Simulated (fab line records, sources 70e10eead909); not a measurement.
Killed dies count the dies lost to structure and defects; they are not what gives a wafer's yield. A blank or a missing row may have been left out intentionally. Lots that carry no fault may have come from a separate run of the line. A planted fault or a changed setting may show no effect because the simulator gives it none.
fab line records :: flow nandHarc
record
  lots=14
  wafers=42
  lastDay=25
route steps=1159 shown A_BLC@993 A_M0@1006
lots with no fault: from the same line, run without faults
startH: hours from the record's opening day to when the first of the lot's shown wafers began :: waitH: hours elapsed since this lot's preceding step :: " same as the row above :: L1.1+2: a single row standing in for several wafers :: - no value present, or no start provided :: * or withheld: withheld :: < > ~ a bound
route shown NAME@n: NAME is a module with steps in the file, n the number in the route of the first one :: usual: mean/standard deviation of fault-free wafers :: same: alike in all rows :: chamber/n: place in a boat :: sites: per-site readings :: _std_site: their standard deviation :: _edge_site: outer sites' mean less inner sites' :: radiusMm: how far each site lies from the wafer's centre :: mask NAME#n: copy n :: behind: the last tool/chamber to shape the wafer :: hold: why the lot went on hold/how many hours it stayed there/how the hold came to an end :: device: names the non-switching transistor (n, p or np) :: end of line: the tests these same wafers got at the end of their route :: for a step that has no rows: nothing shown but its recipe :: killed: count of dies lost to structure and defects at first sort (not the wafer's yield) :: map: dies across one wafer; x = killed, . = not, _ = none there
set.NAME: the setting the step ran with; set.NAME@STEP: the setting that earlier step ran with :: model.NAME: the simulator's own value behind a step, which no gauge read
one table for each step of the route and one row for each wafer, over a sample of lots
services: from which hour (startH, from the record's first day; less than 0 if before it) a tool's chamber was out of use, for how many hours, and why
## steps
# step NHARC_A_BLC_INSPECT_28
# usual
  rawDefectCount=403/110
lot.wafer: L927.1
tool: defectInspect-01
chamber: -
startH: 406.10
waitH: 0.1
rawDefectCount: 318

lot.wafer: L927.2
tool: defectInspect-01
chamber: -
startH: 406.10
waitH: 0.1
rawDefectCount: 422

lot.wafer: L927.3
tool: defectInspect-01
chamber: -
startH: 406.10
waitH: 0.1
rawDefectCount: 311

lot.wafer: L928.1
tool: defectInspect-02
chamber: -
startH: 406.71
waitH: 0.1
rawDefectCount: 411

lot.wafer: L928.3
tool: defectInspect-02
chamber: -
startH: 406.71
waitH: 0.1
rawDefectCount: 347

lot.wafer: L928.5
tool: defectInspect-02
chamber: -
startH: 406.71
waitH: 0.1
rawDefectCount: 508

lot.wafer: L929.2
tool: defectInspect-02
chamber: -
startH: 416.18
waitH: 0.1
rawDefectCount: 339

lot.wafer: L929.4
tool: defectInspect-02
chamber: -
startH: 416.18
waitH: 0.1
rawDefectCount: 456

lot.wafer: L929.6
tool: defectInspect-02
chamber: -
startH: 416.18
waitH: 0.1
rawDefectCount: 514

lot.wafer: L931.2
tool: defectInspect-02
chamber: -
startH: 422.12
waitH: 0.1
rawDefectCount: 297

lot.wafer: L931.4
tool: defectInspect-02
chamber: -
startH: 422.12
waitH: 0.1
rawDefectCount: 339

lot.wafer: L931.5
tool: defectInspect-02
chamber: -
startH: 422.12
waitH: 0.1
rawDefectCount: 311

lot.wafer: L934.1
tool: defectInspect-01
chamber: -
startH: 441.01
waitH: 0.1
rawDefectCount: 371

lot.wafer: L934.3
tool: defectInspect-01
chamber: -
startH: 441.01
waitH: 0.1
rawDefectCount: 395

lot.wafer: L934.5
tool: defectInspect-01
chamber: -
startH: 441.01
waitH: 0.1
rawDefectCount: 567

lot.wafer: L932.1
tool: defectInspect-02
chamber: -
startH: 457.01
waitH: 0.1
rawDefectCount: 350

lot.wafer: L932.2
tool: defectInspect-02
chamber: -
startH: 457.01
waitH: 0.1
rawDefectCount: 275

lot.wafer: L932.6
tool: defectInspect-02
chamber: -
startH: 457.01
waitH: 0.1
rawDefectCount: 459

lot.wafer: L939.1
tool: defectInspect-02
chamber: -
startH: 459.32
waitH: 0.1
rawDefectCount: 397

lot.wafer: L939.2
tool: defectInspect-02
chamber: -
startH: 459.32
waitH: 0.1
rawDefectCount: 455

lot.wafer: L939.4
tool: defectInspect-02
chamber: -
startH: 459.32
waitH: 0.1
rawDefectCount: 550

lot.wafer: L943.2
tool: defectInspect-02
chamber: -
startH: 493.69
waitH: 0.1
rawDefectCount: 326

lot.wafer: L943.4
tool: defectInspect-02
chamber: -
startH: 493.69
waitH: 0.1
rawDefectCount: 495

lot.wafer: L943.5
tool: defectInspect-02
chamber: -
startH: 493.69
waitH: 0.1
rawDefectCount: 406

lot.wafer: L944.1
tool: defectInspect-02
chamber: -
startH: 498.13
waitH: 0.1
rawDefectCount: 481

lot.wafer: L944.4
tool: defectInspect-02
chamber: -
startH: 498.13
waitH: 0.1
rawDefectCount: 361

lot.wafer: L944.5
tool: defectInspect-02
chamber: -
startH: 498.13
waitH: 0.1
rawDefectCount: 276

lot.wafer: L945.1
tool: defectInspect-01
chamber: -
startH: 499.77
waitH: 0.1
rawDefectCount: 293

lot.wafer: L945.3
tool: defectInspect-01
chamber: -
startH: 499.77
waitH: 0.1
rawDefectCount: 395

lot.wafer: L945.5
tool: defectInspect-01
chamber: -
startH: 499.77
waitH: 0.1
rawDefectCount: 292

lot.wafer: L948.2
tool: defectInspect-02
chamber: -
startH: 505.47
waitH: 0.1
rawDefectCount: 259

lot.wafer: L948.4
tool: defectInspect-02
chamber: -
startH: 505.47
waitH: 0.1
rawDefectCount: 468

lot.wafer: L948.6
tool: defectInspect-02
chamber: -
startH: 505.47
waitH: 0.1
rawDefectCount: 292

lot.wafer: L947.1
tool: defectInspect-02
chamber: -
startH: 505.90
waitH: 0.1
rawDefectCount: 393

lot.wafer: L947.2
tool: defectInspect-02
chamber: -
startH: 505.90
waitH: 0.1
rawDefectCount: 457

lot.wafer: L947.5
tool: defectInspect-02
chamber: -
startH: 505.90
waitH: 0.1
rawDefectCount: 427

lot.wafer: L949.1
tool: defectInspect-02
chamber: -
startH: 521.39
waitH: 0.1
rawDefectCount: 459

lot.wafer: L949.2
tool: defectInspect-02
chamber: -
startH: 521.39
waitH: 0.1
rawDefectCount: 299

lot.wafer: L949.3
tool: defectInspect-02
chamber: -
startH: 521.39
waitH: 0.1
rawDefectCount: 626

lot.wafer: L950.2
tool: defectInspect-02
chamber: -
startH: 552.33
waitH: 0.1
rawDefectCount: 334

lot.wafer: L950.4
tool: defectInspect-02
chamber: -
startH: 552.33
waitH: 0.1
rawDefectCount: 361

lot.wafer: L950.6
tool: defectInspect-02
chamber: -
startH: 552.33
waitH: 0.1
rawDefectCount: 379
# step NHARC_A_M0_INSPECT_11
# usual
  rawDefectCount=29/15
lot.wafer: L927.1
tool: defectInspect-01
chamber: -
startH: 407.13
waitH: 0.0
rawDefectCount: 19

lot.wafer: L927.2
tool: defectInspect-01
chamber: -
startH: 407.13
waitH: 0.0
rawDefectCount: 32

lot.wafer: L927.3
tool: defectInspect-01
chamber: -
startH: 407.13
waitH: 0.0
rawDefectCount: 26

lot.wafer: L928.1
tool: defectInspect-01
chamber: -
startH: 407.78
waitH: 0.0
rawDefectCount: 18

lot.wafer: L928.3
tool: defectInspect-01
chamber: -
startH: 407.78
waitH: 0.0
rawDefectCount: 13

lot.wafer: L928.5
tool: defectInspect-01
chamber: -
startH: 407.78
waitH: 0.0
rawDefectCount: 14

lot.wafer: L929.2
tool: defectInspect-02
chamber: -
startH: 417.23
waitH: 0.0
rawDefectCount: 10

lot.wafer: L929.4
tool: defectInspect-02
chamber: -
startH: 417.23
waitH: 0.0
rawDefectCount: 12

lot.wafer: L929.6
tool: defectInspect-02
chamber: -
startH: 417.23
waitH: 0.0
rawDefectCount: 18

lot.wafer: L931.2
tool: defectInspect-01
chamber: -
startH: 423.03
waitH: 0.0
rawDefectCount: 17

lot.wafer: L931.4
tool: defectInspect-01
chamber: -
startH: 423.03
waitH: 0.0
rawDefectCount: 8

lot.wafer: L931.5
tool: defectInspect-01
chamber: -
startH: 423.03
waitH: 0.0
rawDefectCount: 15

lot.wafer: L934.1
tool: defectInspect-01
chamber: -
startH: 442.05
waitH: 0.0
rawDefectCount: 16

lot.wafer: L934.3
tool: defectInspect-01
chamber: -
startH: 442.05
waitH: 0.0
rawDefectCount: 15

lot.wafer: L934.5
tool: defectInspect-01
chamber: -
startH: 442.05
waitH: 0.0
rawDefectCount: 21

lot.wafer: L932.1
tool: defectInspect-01
chamber: -
startH: 458.04
waitH: 0.0
rawDefectCount: 33

lot.wafer: L932.2
tool: defectInspect-01
chamber: -
startH: 458.04
waitH: 0.0
rawDefectCount: 46

lot.wafer: L932.6
tool: defectInspect-01
chamber: -
startH: 458.04
waitH: 0.0
rawDefectCount: 34

lot.wafer: L939.1
tool: defectInspect-02
chamber: -
startH: 460.21
waitH: 0.0
rawDefectCount: 10

lot.wafer: L939.2
tool: defectInspect-02
chamber: -
startH: 460.21
waitH: 0.0
rawDefectCount: 8

lot.wafer: L939.4
tool: defectInspect-02
chamber: -
startH: 460.21
waitH: 0.0
rawDefectCount: 11

lot.wafer: L943.2
tool: defectInspect-01
chamber: -
startH: 494.71
waitH: 0.0
rawDefectCount: 28

lot.wafer: L943.4
tool: defectInspect-01
chamber: -
startH: 494.71
waitH: 0.0
rawDefectCount: 45

lot.wafer: L943.5
tool: defectInspect-01
chamber: -
startH: 494.71
waitH: 0.0
rawDefectCount: 40

lot.wafer: L944.1
tool: defectInspect-01
chamber: -
startH: 499.03
waitH: 0.0
rawDefectCount: 40

lot.wafer: L944.4
tool: defectInspect-01
chamber: -
startH: 499.03
waitH: 0.0
rawDefectCount: 29

lot.wafer: L944.5
tool: defectInspect-01
chamber: -
startH: 499.03
waitH: 0.0
rawDefectCount: 25

lot.wafer: L945.1
tool: defectInspect-01
chamber: -
startH: 500.80
waitH: 0.0
rawDefectCount: 15

lot.wafer: L945.3
tool: defectInspect-01
chamber: -
startH: 500.80
waitH: 0.0
rawDefectCount: 14

lot.wafer: L945.5
tool: defectInspect-01
chamber: -
startH: 500.80
waitH: 0.0
rawDefectCount: 16

lot.wafer: L948.2
tool: defectInspect-02
chamber: -
startH: 506.49
waitH: 0.0
rawDefectCount: 56

lot.wafer: L948.4
tool: defectInspect-02
chamber: -
startH: 506.49
waitH: 0.0
rawDefectCount: 46

lot.wafer: L948.6
tool: defectInspect-02
chamber: -
startH: 506.49
waitH: 0.0
rawDefectCount: 52

lot.wafer: L947.1
tool: defectInspect-01
chamber: -
startH: 506.93
waitH: 0.0
rawDefectCount: 17

lot.wafer: L947.2
tool: defectInspect-01
chamber: -
startH: 506.93
waitH: 0.0
rawDefectCount: 21

lot.wafer: L947.5
tool: defectInspect-01
chamber: -
startH: 506.93
waitH: 0.0
rawDefectCount: 21

lot.wafer: L949.1
tool: defectInspect-01
chamber: -
startH: 522.29
waitH: 0.0
rawDefectCount: 17

lot.wafer: L949.2
tool: defectInspect-01
chamber: -
startH: 522.29
waitH: 0.0
rawDefectCount: 26

lot.wafer: L949.3
tool: defectInspect-01
chamber: -
startH: 522.29
waitH: 0.0
rawDefectCount: 24

lot.wafer: L950.2
tool: defectInspect-02
chamber: -
startH: 553.35
waitH: 0.0
rawDefectCount: 37

lot.wafer: L950.4
tool: defectInspect-02
chamber: -
startH: 553.35
waitH: 0.0
rawDefectCount: 56

lot.wafer: L950.6
tool: defectInspect-02
chamber: -
startH: 553.35
waitH: 0.0
rawDefectCount: 44
# step NHARC_A_M0_ETCH_15
# recipe
  targetDepthA=1500
  overetchA=150
  timeS=82.5
  c4f8FlowSccm=withheld
  arFlowSccm=400
  rfW=600
  biasW=300
  chemistry=C4F8/Ar
# usual
  oesProductAu=0.954/0.021
  rfFwdPowerW=594.7/2.2
  rfVppV=441.7/2.4
  runLengthS=103.8/0.48
lot.wafer: L927.2
tool: rieDiel-05
chamber: 1
startH: 407.36
waitH: -
oesProductAu: 0.953
rfFwdPowerW: 594.4
rfHoursCounterH: 3.8
rfVppV: 444.4
runLengthS: 102.9

lot.wafer: L927.3
tool: rieDiel-05
chamber: 2
startH: 407.36
waitH: -
oesProductAu: 0.972
rfFwdPowerW: 592.8
rfHoursCounterH: 3.7
rfVppV: 444.3
runLengthS: 103.8

lot.wafer: L927.1
tool: rieDiel-05
chamber: 0
startH: 407.36
waitH: -
oesProductAu: 0.958
rfFwdPowerW: 593.0
rfHoursCounterH: 3.9
rfVppV: 441.5
runLengthS: 104.2

lot.wafer: L928.3
tool: rieDiel-05
chamber: 1
startH: 408.02
waitH: -
oesProductAu: 0.962
rfFwdPowerW: 594.6
rfHoursCounterH: 3.8
rfVppV: 442.0
runLengthS: 103.1

lot.wafer: L928.1
tool: rieDiel-05
chamber: 2
startH: 408.02
waitH: -
oesProductAu: 0.961
rfFwdPowerW: 594.4
rfHoursCounterH: 3.8
rfVppV: 443.1
runLengthS: 103.7

lot.wafer: L928.5
tool: rieDiel-05
chamber: 0
startH: 408.02
waitH: -
oesProductAu: 0.950
rfFwdPowerW: 592.7
rfHoursCounterH: -
rfVppV: 441.6
runLengthS: 104.5

lot.wafer: L929.2
tool: rieDiel-07
chamber: 0
startH: 417.47
waitH: -
oesProductAu: 0.972
rfFwdPowerW: 595.2
rfHoursCounterH: 0.9
rfVppV: 444.2
runLengthS: 104.4

lot.wafer: L929.4
tool: rieDiel-07
chamber: 2
startH: 417.47
waitH: -
oesProductAu: 0.967
rfFwdPowerW: 595.9
rfHoursCounterH: 1.0
rfVppV: 436.7
runLengthS: 103.3

lot.wafer: L929.6
tool: rieDiel-07
chamber: 0
startH: 417.47
waitH: -
oesProductAu: 0.959
rfFwdPowerW: 594.1
rfHoursCounterH: -
rfVppV: 442.5
runLengthS: 104.0

lot.wafer: L931.4
tool: rieDiel-07
chamber: 0
startH: 423.31
waitH: -
oesProductAu: 0.965
rfFwdPowerW: 599.7
rfHoursCounterH: 1.2
rfVppV: 443.6
runLengthS: 104.1

lot.wafer: L931.2
tool: rieDiel-07
chamber: 1
startH: 423.31
waitH: -
oesProductAu: 0.964
rfFwdPowerW: 596.4
rfHoursCounterH: 1.1
rfVppV: 444.5
runLengthS: 104.1

lot.wafer: L931.5
tool: rieDiel-07
chamber: 3
startH: 423.31
waitH: -
oesProductAu: 0.974
rfFwdPowerW: 594.1
rfHoursCounterH: -
rfVppV: 440.3
runLengthS: 103.9

lot.wafer: L934.3
tool: rieDiel-05
chamber: 0
startH: 442.28
waitH: -
oesProductAu: 0.955
rfFwdPowerW: 595.5
rfHoursCounterH: 6.0
rfVppV: 441.2
runLengthS: 104.5

lot.wafer: L934.1
tool: rieDiel-05
chamber: 2
startH: 442.28
waitH: -
oesProductAu: 0.991
rfFwdPowerW: 592.7
rfHoursCounterH: 7.0
rfVppV: 442.8
runLengthS: 104.0

lot.wafer: L934.5
tool: rieDiel-05
chamber: 0
startH: 442.28
waitH: -
oesProductAu: 0.947
rfFwdPowerW: 594.6
rfHoursCounterH: -
rfVppV: 441.9
runLengthS: 104.3

lot.wafer: L932.2
tool: rieDiel-06
chamber: 2
startH: 458.32
waitH: -
oesProductAu: 0.935
rfFwdPowerW: 595.9
rfHoursCounterH: 2.4
rfVppV: 439.4
runLengthS: 104.3

lot.wafer: L932.1
tool: rieDiel-06
chamber: 0
startH: 458.32
waitH: -
oesProductAu: 0.947
rfFwdPowerW: 595.5
rfHoursCounterH: 2.5
rfVppV: 440.9
runLengthS: 104.3

lot.wafer: L932.6
tool: rieDiel-06
chamber: 2
startH: 458.32
waitH: -
oesProductAu: 0.937
rfFwdPowerW: 591.4
rfHoursCounterH: -
rfVppV: 439.4
runLengthS: 105.0

lot.wafer: L939.4
tool: rieDiel-07
chamber: 0
startH: 460.49
waitH: -
oesProductAu: 0.941
rfFwdPowerW: 601.7
rfHoursCounterH: 3.8
rfVppV: 442.9
runLengthS: 103.9

lot.wafer: L939.2
tool: rieDiel-07
chamber: 2
startH: 460.49
waitH: -
oesProductAu: 0.946
rfFwdPowerW: 593.9
rfHoursCounterH: 3.9
rfVppV: 437.5
runLengthS: 103.5

lot.wafer: L939.1
tool: rieDiel-07
chamber: 3
startH: 460.49
waitH: -
oesProductAu: 0.959
rfFwdPowerW: 595.0
rfHoursCounterH: 4.2
rfVppV: 443.1
runLengthS: 103.7

lot.wafer: L943.2
tool: rieDiel-05
chamber: 3
startH: 494.96
waitH: -
oesProductAu: 0.972
rfFwdPowerW: 592.9
rfHoursCounterH: 9.2
rfVppV: 440.1
runLengthS: 104.4

lot.wafer: L943.4
tool: rieDiel-05
chamber: 0
startH: 494.96
waitH: -
oesProductAu: 0.956
rfFwdPowerW: -
rfHoursCounterH: 8.9
rfVppV: 441.8
runLengthS: 95.9

lot.wafer: L943.5
tool: rieDiel-05
chamber: 3
startH: 494.96
waitH: -
oesProductAu: 0.964
rfFwdPowerW: -
rfHoursCounterH: -
rfVppV: 442.0
runLengthS: 95.6

lot.wafer: L944.1
tool: rieDiel-05
chamber: 0
startH: 499.26
waitH: -
oesProductAu: 0.926
rfFwdPowerW: 593.5
rfHoursCounterH: 8.9
rfVppV: 440.6
runLengthS: 104.0

lot.wafer: L944.4
tool: rieDiel-05
chamber: 3
startH: 499.26
waitH: -
oesProductAu: 0.958
rfFwdPowerW: -
rfHoursCounterH: 9.3
rfVppV: 439.7
runLengthS: 95.6

lot.wafer: L944.5
tool: rieDiel-05
chamber: 0
startH: 499.26
waitH: -
oesProductAu: 0.929
rfFwdPowerW: -
rfHoursCounterH: -
rfVppV: 441.9
runLengthS: 95.8

lot.wafer: L945.1
tool: rieDiel-06
chamber: 3
startH: 501.04
waitH: -
oesProductAu: 0.929
rfFwdPowerW: 594.8
rfHoursCounterH: 6.9
rfVppV: 443.5
runLengthS: 103.1

lot.wafer: L945.3
tool: rieDiel-06
chamber: 0
startH: 501.04
waitH: -
oesProductAu: 0.915
rfFwdPowerW: 593.8
rfHoursCounterH: 5.7
rfVppV: 443.7
runLengthS: 103.8

lot.wafer: L945.5
tool: rieDiel-06
chamber: 3
startH: 501.04
waitH: -
oesProductAu: 0.943
rfFwdPowerW: 595.4
rfHoursCounterH: -
rfVppV: 443.9
runLengthS: 103.1

lot.wafer: L948.2
tool: rieDiel-06
chamber: 2
startH: 506.73
waitH: -
oesProductAu: 0.962
rfFwdPowerW: 597.7
rfHoursCounterH: 6.6
rfVppV: 439.5
runLengthS: 104.6

lot.wafer: L948.4
tool: rieDiel-06
chamber: 3
startH: 506.73
waitH: -
oesProductAu: 0.979
rfFwdPowerW: 593.6
rfHoursCounterH: 7.1
rfVppV: 443.3
runLengthS: 103.5

lot.wafer: L948.6
tool: rieDiel-06
chamber: 2
startH: 506.73
waitH: -
oesProductAu: 0.968
rfFwdPowerW: 598.0
rfHoursCounterH: -
rfVppV: 440.5
runLengthS: 104.6

lot.wafer: L947.1
tool: rieDiel-06
chamber: 3
startH: 507.16
waitH: -
oesProductAu: 0.964
rfFwdPowerW: 592.8
rfHoursCounterH: 7.2
rfVppV: 443.8
runLengthS: 103.2

lot.wafer: L947.2
tool: rieDiel-06
chamber: 2
startH: 507.16
waitH: -
oesProductAu: 0.966
rfFwdPowerW: 595.2
rfHoursCounterH: 6.6
rfVppV: 439.5
runLengthS: 104.6

lot.wafer: L947.5
tool: rieDiel-06
chamber: 3
startH: 507.16
waitH: -
oesProductAu: 0.974
rfFwdPowerW: 592.3
rfHoursCounterH: -
rfVppV: 443.0
runLengthS: 103.2

lot.wafer: L949.1
tool: rieDiel-07
chamber: 1
startH: 522.53
waitH: -
oesProductAu: 0.957
rfFwdPowerW: 596.3
rfHoursCounterH: 7.5
rfVppV: 445.2
runLengthS: 103.7

lot.wafer: L949.3
tool: rieDiel-07
chamber: 2
startH: 522.53
waitH: -
oesProductAu: 0.945
rfFwdPowerW: 591.6
rfHoursCounterH: 8.1
rfVppV: 435.7
runLengthS: 103.4

lot.wafer: L949.2
tool: rieDiel-07
chamber: 0
startH: 522.53
waitH: -
oesProductAu: 0.957
rfFwdPowerW: 600.2
rfHoursCounterH: 7.6
rfVppV: 442.8
runLengthS: 104.0

lot.wafer: L950.2
tool: rieDiel-07
chamber: 3
startH: 553.59
waitH: -
oesProductAu: 0.939
rfFwdPowerW: 593.1
rfHoursCounterH: 9.9
rfVppV: 442.0
runLengthS: 103.8

lot.wafer: L950.4
tool: rieDiel-07
chamber: 1
startH: 553.59
waitH: -
oesProductAu: 0.930
rfFwdPowerW: 596.0
rfHoursCounterH: 9.4
rfVppV: 444.1
runLengthS: 103.8

lot.wafer: L950.6
tool: rieDiel-07
chamber: 3
startH: 553.59
waitH: -
oesProductAu: 0.929
rfFwdPowerW: 601.0
rfHoursCounterH: -
rfVppV: 441.3
runLengthS: 103.6
# step NHARC_A_M0_PRE_CLEAN_29
# recipe
  timeS=30
  tempC=280
  gas=H2/He
# usual
  heaterPowerW=419/43
# same
  timeS=30
lot.wafer: L927.3
tool: pvdSputter-03
chamber: -
startH: -
waitH: -
heaterPowerW: 382

lot.wafer: L927.2
tool: pvdSputter-03
chamber: -
startH: -
waitH: -
heaterPowerW: 363

lot.wafer: L927.1
tool: pvdSputter-03
chamber: -
startH: -
waitH: -
heaterPowerW: 392

lot.wafer: L928.3
tool: pvdSputter-03
chamber: -
startH: -
waitH: -
heaterPowerW: 363

lot.wafer: L928.1
tool: pvdSputter-03
chamber: -
startH: -
waitH: -
heaterPowerW: 386

lot.wafer: L928.5
tool: pvdSputter-03
chamber: -
startH: -
waitH: -
heaterPowerW: 381

lot.wafer: L929.2
tool: pvdSputter-02
chamber: -
startH: -
waitH: -
heaterPowerW: 419

lot.wafer: L929.4
tool: pvdSputter-02
chamber: -
startH: -
waitH: -
heaterPowerW: 388

lot.wafer: L929.6
tool: pvdSputter-02
chamber: -
startH: -
waitH: -
heaterPowerW: 426

lot.wafer: L931.4
tool: pvdSputter-02
chamber: -
startH: -
waitH: -
heaterPowerW: 429

lot.wafer: L931.2
tool: pvdSputter-02
chamber: -
startH: -
waitH: -
heaterPowerW: 383

lot.wafer: L931.5
tool: pvdSputter-02
chamber: -
startH: -
waitH: -
heaterPowerW: 524

lot.wafer: L934.1
tool: pvdSputter-01
chamber: -
startH: -
waitH: -
heaterPowerW: 399

lot.wafer: L934.3
tool: pvdSputter-01
chamber: -
startH: -
waitH: -
heaterPowerW: 468

lot.wafer: L934.5
tool: pvdSputter-01
chamber: -
startH: -
waitH: -
heaterPowerW: 450

lot.wafer: L932.2
tool: pvdSputter-02
chamber: -
startH: -
waitH: -
heaterPowerW: 539

lot.wafer: L932.1
tool: pvdSputter-02
chamber: -
startH: -
waitH: -
heaterPowerW: 382

lot.wafer: L932.6
tool: pvdSputter-02
chamber: -
startH: -
waitH: -
heaterPowerW: 407

lot.wafer: L939.4
tool: pvdSputter-01
chamber: -
startH: -
waitH: -
heaterPowerW: 407

lot.wafer: L939.2
tool: pvdSputter-01
chamber: -
startH: -
waitH: -
heaterPowerW: 464

lot.wafer: L939.1
tool: pvdSputter-01
chamber: -
startH: -
waitH: -
heaterPowerW: 440

lot.wafer: L943.4
tool: pvdSputter-02
chamber: -
startH: -
waitH: -
heaterPowerW: 387

lot.wafer: L943.2
tool: pvdSputter-02
chamber: -
startH: -
waitH: -
heaterPowerW: 420

lot.wafer: L943.5
tool: pvdSputter-02
chamber: -
startH: -
waitH: -
heaterPowerW: 431

lot.wafer: L944.4
tool: pvdSputter-02
chamber: -
startH: -
waitH: -
heaterPowerW: 382

lot.wafer: L944.1
tool: pvdSputter-02
chamber: -
startH: -
waitH: -
heaterPowerW: 412

lot.wafer: L944.5
tool: pvdSputter-02
chamber: -
startH: -
waitH: -
heaterPowerW: 379

lot.wafer: L945.1
tool: pvdSputter-03
chamber: -
startH: -
waitH: -
heaterPowerW: 380

lot.wafer: L945.3
tool: pvdSputter-03
chamber: -
startH: -
waitH: -
heaterPowerW: 394

lot.wafer: L945.5
tool: pvdSputter-03
chamber: -
startH: -
waitH: -
heaterPowerW: 415

lot.wafer: L948.2
tool: pvdSputter-02
chamber: -
startH: -
waitH: -
heaterPowerW: 384

lot.wafer: L948.4
tool: pvdSputter-02
chamber: -
startH: -
waitH: -
heaterPowerW: 418

lot.wafer: L948.6
tool: pvdSputter-02
chamber: -
startH: -
waitH: -
heaterPowerW: 390

lot.wafer: L947.1
tool: pvdSputter-01
chamber: -
startH: -
waitH: -
heaterPowerW: 458

lot.wafer: L947.2
tool: pvdSputter-01
chamber: -
startH: -
waitH: -
heaterPowerW: 402

lot.wafer: L947.5
tool: pvdSputter-01
chamber: -
startH: -
waitH: -
heaterPowerW: 401

lot.wafer: L949.1
tool: pvdSputter-03
chamber: -
startH: -
waitH: -
heaterPowerW: 383

lot.wafer: L949.3
tool: pvdSputter-03
chamber: -
startH: -
waitH: -
heaterPowerW: 420

lot.wafer: L949.2
tool: pvdSputter-03
chamber: -
startH: -
waitH: -
heaterPowerW: 379

lot.wafer: L950.4
tool: pvdSputter-01
chamber: -
startH: -
waitH: -
heaterPowerW: 411

lot.wafer: L950.2
tool: pvdSputter-01
chamber: -
startH: -
waitH: -
heaterPowerW: 423

lot.wafer: L950.6
tool: pvdSputter-01
chamber: -
startH: -
waitH: -
heaterPowerW: 419
## services
tool: rieDiel-07
chamber: 0
startH: 384.24
hours: -
kind: clean

tool: rieDiel-07
chamber: 1
startH: 384.24
hours: -
kind: clean

tool: rieDiel-07
chamber: 2
startH: 384.24
hours: -
kind: clean

tool: rieDiel-07
chamber: 3
startH: 384.24
hours: -
kind: clean

tool: pvdSputter-02
chamber: -
startH: 392.00
hours: 10.0
kind: pm

tool: rieDiel-05
chamber: 0
startH: 398.67
hours: -
kind: clean

tool: rieDiel-05
chamber: 1
startH: 398.67
hours: -
kind: clean

tool: rieDiel-05
chamber: 2
startH: 398.67
hours: -
kind: clean

tool: rieDiel-05
chamber: 3
startH: 398.67
hours: -
kind: clean

tool: pvdSputter-02
chamber: -
startH: 402.93
hours: 7.5
kind: repair

tool: rieDiel-07
chamber: -
startH: 405.24
hours: 9.0
kind: pm

tool: rieDiel-07
chamber: 0
startH: 405.24
hours: 9.0
kind: ventCycle

tool: rieDiel-07
chamber: 1
startH: 405.24
hours: 9.0
kind: ventCycle

tool: rieDiel-07
chamber: 2
startH: 405.24
hours: 9.0
kind: ventCycle

tool: rieDiel-06
chamber: -
startH: 418.22
hours: 9.0
kind: pm

tool: pvdSputter-03
chamber: -
startH: 424.48
hours: 15.2
kind: repair

tool: pvdSputter-03
chamber: -
startH: 458.09
hours: 10.0
kind: pm

tool: pvdSputter-03
chamber: -
startH: 480.42
hours: 8.7
kind: repair

tool: rieDiel-06
chamber: -
startH: 487.97
hours: 0.8
kind: repair

tool: pvdSputter-01
chamber: -
startH: 514.00
hours: 10.0
kind: pm

tool: rieDiel-05
chamber: -
startH: 517.65
hours: 9.0
kind: pm

tool: pvdSputter-02
chamber: -
startH: 521.76
hours: 2.1
kind: repair

tool: pvdSputter-03
chamber: -
startH: 548.06
hours: 24.0
kind: repair

tool: rieDiel-05
chamber: 1
startH: 550.41
hours: 7.7
kind: repair
## key
firstSign
  step=NHARC_A_M0_ETCH_15
  reading=runLengthS
  direction=down
  sigmas=17
  usual=*
  struck=*
effect none on later readings
metAt NHARC_A_M0_ETCH_15
struckLots L943,L944
struckWafers L943.4,L943.5,L944.4,L944.5
laterRowsLeftOut L943.4,L943.5,L944.4,L944.5
sortLeftOut L943.4,L943.5,L944.4,L944.5
notActingAt NHARC_A_BLC_INSPECT_28,NHARC_A_M0_INSPECT_11,NHARC_A_M0_PRE_CLEAN_29
onsetBetween 442.28 494.96
fault
  kind=processParameterDrift
  tool=rieDiel-05
  chamber=-
  onsetH=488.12
  steps=NHARC_A_M0_ETCH_15
  channel=timeS
  offset=*
  shape=step
  endH=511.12
  scope=struckWafersOnly
  actsIn=*
  stated=*
# sortLeftOut: the simulated sort isn't trusted on such a fault, so these wafers' sort isn't shown, and their yield isn't known
# laterRowsLeftOut: the simulator's readings of these wafers behind a module that went badly wrong aren't trusted and aren't shown, but for the sort
